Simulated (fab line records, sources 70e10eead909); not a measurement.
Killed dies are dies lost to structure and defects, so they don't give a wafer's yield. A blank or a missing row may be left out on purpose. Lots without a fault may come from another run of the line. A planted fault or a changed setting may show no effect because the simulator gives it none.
Chamber matching | flow nand_harc | NHARC_A_STAIRCASE_DESCUM_11 on rie_diel-02: 4 sister chambers
The step chemistry O2, time 3 s. 7 wafers are shown with their chamber, then 8 later ones without.

WAFERS WITH THEIR CHAMBER
wafer  | chamber | drypump_motor_current_A (A) | showerhead_plenum_p_Torr (Torr)
L074.2 | 0       | 6.3                         | 1.86
L078.2 | 1       | 5.0                         | 1.77
L077.6 | 2       | 5.7                         | 1.86
L079.1 | 2       | 5.7                         | 1.86
L079.3 | 0       | 6.3                         | 1.86
L079.4 | 3       | 6.5                         | 1.77
L081.2 | 3       | 6.4                         | 1.76

WAFERS WITHOUT THEIR CHAMBER
wafer  | drypump_motor_current_A (A) | showerhead_plenum_p_Torr (Torr)
L081.4 | 6.3                         | 1.86
L081.5 | 5.1                         | 1.77
L083.1 | 6.3                         | 1.86
L083.4 | 5.6                         | 1.86
L083.6 | 6.3                         | 1.86
L084.2 | 6.3                         | 1.86
L084.4 | 6.5                         | 1.76
L084.6 | 5.1                         | 1.77

WHICH CHAMBER EACH WENT THROUGH
wafer  | from the rows above | in truth
L081.4 | 0                   | 0
L081.5 | 1                   | 1
L083.1 | 0                   | 0
L083.4 | 2                   | 2
L083.6 | 0                   | 0
L084.2 | 0                   | 0
L084.4 | 3                   | 3
L084.6 | 1                   | 1
Placed correctly: 8 of 8. Can't be placed from these rows: 0. Placed wrongly: 0.
How it was worked out, from the rows above alone: a wafer's distance from a chamber is the root of the sum, over the readings, of the square of ((its reading less the chamber's mean) divided by the reading's scatter). The wafer belongs to the nearest chamber; if the next one is less than 2 further off, it can't be placed. A chamber's mean is the mean of its shown wafers. The scatter: the root of (the sum of the squares of (reading less its chamber's mean) over the shown wafers, divided by (wafers less chambers)).
